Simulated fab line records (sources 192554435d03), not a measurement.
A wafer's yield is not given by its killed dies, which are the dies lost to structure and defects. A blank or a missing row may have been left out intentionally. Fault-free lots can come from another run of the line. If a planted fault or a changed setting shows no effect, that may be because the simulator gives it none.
Lot-split experiment | flow n5 finfet | 7 lots, 21 wafers read, on a route of 1938 steps

ABOUT THE SPLIT
At N5_FIN_SAQP_SPACER1_ALD_24 (deposits SiO2, target thk 20.3 nm, pulse time 1 s, purge time 2 s), the setting temp c was moved away from the recipe's 300 C on 11 of the 21 wafers read, by -3.6% to +3.9%. This setting was run at the recipe's value on the other wafers.

THE PATH FROM SPLIT TO READING: the file shows 1 step between them
- N5_FIN_SAQP_SPACER1_ETCHBACK_25: etches SiO2 in CHF3/O2, target depth 24.4 nm, time 12.2 s

THE READING
FIN_SAQP.cd nm (the simulator's own value, which no gauge read), in nm, at N5_FIN_SAQP_MANDREL1_REMOVE_56 (chemistry HBr/Cl2/O2, target a-Si, stops on SiNx, bt time 10 s). The file gives no usual value for it. The 10 wafers here that ran the recipe average 20.2 nm, standard deviation 0.2 nm.

wafer  | tool, chamber at the split | temp c as run, C | against the recipe | FIN_SAQP.cd nm, nm | against lot-mates on the recipe
L079.2 | ald sin-03, 1,0            | 311.7            | +3.9%              | 19.8               | no lot-mate on the recipe
L079.4 | ald sin-03, 3              | 311.7            | +3.9%              | 19.8               | no lot-mate on the recipe
L079.5 | ald sin-03, 1,0            | 311.7            | +3.9%              | 20                 | no lot-mate on the recipe
L083.1 | ald sin-03, 3,2            | 289.1            | -3.6%              | 20.8               | +0.8
L083.3 | ald sin-03, 3,2            | 289.1            | -3.6%              | 21                 | +1.0
L083.5 | ald sin-03, 3              | 300              | recipe             | 20                 | -
L084.4 | ald sin-01, 2              | 300              | recipe             | 20.4               | -
L084.5 | ald sin-01, 1,2            | 300              | recipe             | 20.2               | -
L084.6 | ald sin-01, 1,2            | 300              | recipe             | 20                 | -
L088.4 | ald sin-04, 1              | 300              | recipe             | 20.4               | -
L088.5 | ald sin-04, 2              | 290              | -3.3%              | 21                 | +0.7
L088.6 | ald sin-04, 1              | 300              | recipe             | 20.2               | -
L093.2 | ald sin-01, 0              | 306.8            | +2.3%              | 20.2               | -0.4
L093.6 | ald sin-01, 1              | 306.8            | +2.3%              | 20.2               | -0.4
L093.5 | ald sin-01, 0              | 300              | recipe             | 20.6               | -
L095.2 | ald sin-04, 2              | 300              | recipe             | 20                 | -
L095.4 | ald sin-04, 1              | 291.4            | -2.9%              | 21.2               | +1.1
L095.6 | ald sin-04, 2              | 300              | recipe             | 20.2               | -
L097.1 | ald sin-04, 2              | 300              | recipe             | 20.4               | -
L097.4 | ald sin-04, 1              | 290.7            | -3.1%              | 21                 | +0.6
L097.6 | ald sin-04, 2              | 290.7            | -3.1%              | 20.8               | +0.4
If several chambers appear in one row, that row covers several wafers at once and the file leaves open which wafer was in which chamber.

THE FIT
A straight line over all 21 wafers: FIN_SAQP.cd nm changes by -0.151 nm for each +1% of temp c; r = -0.87; the points scatter about the line by 0.22 nm.
The same after taking each lot's own level away (the mean of its wafers on the recipe; 18 wafers): -0.22 nm for each +1%; r = -0.93; scatter 0.17 nm.
Per that fit: largest temp c move, reading shift of 0.86 nm.
Across the lots, their own levels run from 20.00 to 20.60 nm, a range of 3.1 times the standard deviation given above.
So the slope is not independent of the lot-to-lot level: the two fits are not the same.
Check: for one of the wafers moved furthest among these (-3.6%), held out of the fit, the line's prediction against its lot-mates is +0.831 nm. It came out at +0.8 nm against them.

OTHER SPLITS APPLIED TO THESE WAFERS
Note: prior to the reading, these wafers also went through further splits. Each is held against what the fit with the lots' levels taken away leaves over:
other split on the same wafers                    | wafers away from the commonest value | r with FIN_SAQP.cd nm (lot level and that fit taken away)
N5_WELL_APT_COAT_02 spin rpm                      | 5                                    | -0.12
N5_PMOS_HMC_CHANNEL_EPI_PEB_07 peb temp c         | 6                                    | +0.31
N5_PMOS_HMC_CHANNEL_EPI_DEVELOP_08 develop time s | 5                                    | -0.15

THE WHOLE CHAIN: every reading that the file lists as answering this split, in the file's order
step                           | what it does                                                      | reading                                                                                 | change (the file's fit)               | r (the file's)
N5_FIN_SAQP_SPACER1_ALD_24     | deposits SiO2, target thk 20.3 nm, pulse time 1 s, purge time 2 s | SiO2_of_FIN_SAQP_SPACER1_ALD_24.thk nm (the simulator's own value, which no gauge read) | -0.212 nm for each +1% of the setting | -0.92
N5_FIN_SAQP_MANDREL1_REMOVE_56 | chemistry HBr/Cl2/O2, target a-Si, stops on SiNx, bt time 10 s    | FIN_SAQP.cd nm (the simulator's own value, which no gauge read)                         | -0.237 nm for each +1% of the setting | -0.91

FILE'S OWN FIT
FIN_SAQP.cd nm changes by -0.237 nm for each +1% of temp c, r = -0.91.
